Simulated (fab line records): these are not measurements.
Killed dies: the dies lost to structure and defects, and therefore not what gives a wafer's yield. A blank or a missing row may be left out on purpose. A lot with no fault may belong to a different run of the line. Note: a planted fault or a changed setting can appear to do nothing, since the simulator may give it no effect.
A struck lot beside a sound one | flow nand-harc | 13 steps out of a route of 1159
Sound: wafers L584.1, L584.2, L584.6. Wafers L591.5, L591.6 were the ones struck. Last of all comes the cause.
Order at every step that has rows: each side's tool, ch and its chambers, its first start. Under that, the readings that differ: sound wafers | struck wafers | difference of the means | sigmas: that difference in standard deviations of wafers without a fault.
alike: words and numbers the same on both sides, and readings whose means are apart by under 2 such deviations; not compared: readings that were withheld, readings missing a value for some wafer, numbers with overlapping values and no deviation given by the record, and bounds like >300 which may hide the same value.
A row with sigmas, a row that says differs or no value, or rows on one side alone: a step with any of these is where the two part. When numbers do not overlap yet have no deviation, they are printed without sigmas and do not part them. Lack of a reading on every wafer of one side parts them only where that side has two or more wafers.

first, 4 steps without rows for these wafers: NHARC_A_WL_FILL_STRIP_28 (strips in post etch residue remover, time 1200 s); NHARC_A_WL_FILL_PRECLEAN_06 (cleans in DIW, time 300 s); NHARC_A_WL_FILL_SRD_07; NHARC_A_WL_FILL_ANNEAL_08 (time 1800 s).
NHARC_A_WL_FILL_ALD_10: deposits SiO2, target thk 50 nm, pulse time 10 s, ald cycles 500.
  sound on ald-hk-03 ch 2,3, day 16 23:46; struck on ald-hk-01 ch 2,3, day 18 19:46
  alike: heater-power-w, precursor-pulse-height-rel
NHARC_A_WL_FILL_ETCHBACK_16: etches the open film in C4F8/O2/Ar, target depth 88 nm, time 17.6 s.
  sound: rie-diel-03 ch 2,3; struck: rie-diel-10 ch 0,3
  alike: oes-product-au, rf-vpp-V, run-length-s
  not compared: rf-hours-counter-h
NHARC_A_WL_FILL_STRIP_29: strips in O2, time 20 s.
  sound on rie-diel-03 ch 0,1,3, day 17 03:59; struck on rie-diel-10 ch 1,2, day 18 22:28
  alike: drypump-motor-current-A, oes-product-au, rf-vpp-V, showerhead-plenum-p-Torr, throttle-valve-pct
  not compared: rf-hours-counter-h
NHARC_A_WL_FILL_ETCHBACK_17: etches the open film in Cl2/BCl3, target depth 4 nm, time 26.7 s.
  sound on rie-metal-03 ch 0,1, day 17 04:05; struck on rie-metal-02 ch 0,1, day 18 22:37
  alike: drypump-motor-current-A, oes-product-au, run-length-s
  not compared: rf-hours-counter-h
then, 3 steps without rows for these wafers: NHARC_A_WL_FILL_PRECLEAN_18 (cleans in dHF, time 30 s); NHARC_A_WL_FILL_SRD_21; NHARC_A_WL_FILL_CVD_23 (deposits poly-Si, target thk 40 nm, time 800 s).
NHARC_A_WL_FILL_ETCHBACK_26: etches the open film in HBr, target depth 52 nm, time 13.3 s.
  sound on rie-si-05 ch 0,2, day 17 09:26; struck on rie-si-01 ch 0,3, day 19 03:37
  reading          | sound          | struck    | difference | sigmas
  run-length-s (s) | 34.5 34.8 35.1 | 31.7 31.6 | -3.1       | -8
  alike: drypump-motor-current-A, oes-product-au, throttle-valve-pct
  not compared: rf-hours-counter-h
then, 1 step without rows for these wafers: NHARC_A_WL_FILL_PRECLEAN_30 (cleans in dHF, time 10 s).

WHERE THEY PART
Only at NHARC_A_WL_FILL_ETCHBACK_26, within this record.

WHY: what had been put in by the simulator
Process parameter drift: rie-si-01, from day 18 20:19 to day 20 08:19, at NHARC_A_WL_FILL_ETCHBACK_26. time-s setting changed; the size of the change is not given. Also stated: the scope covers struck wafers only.
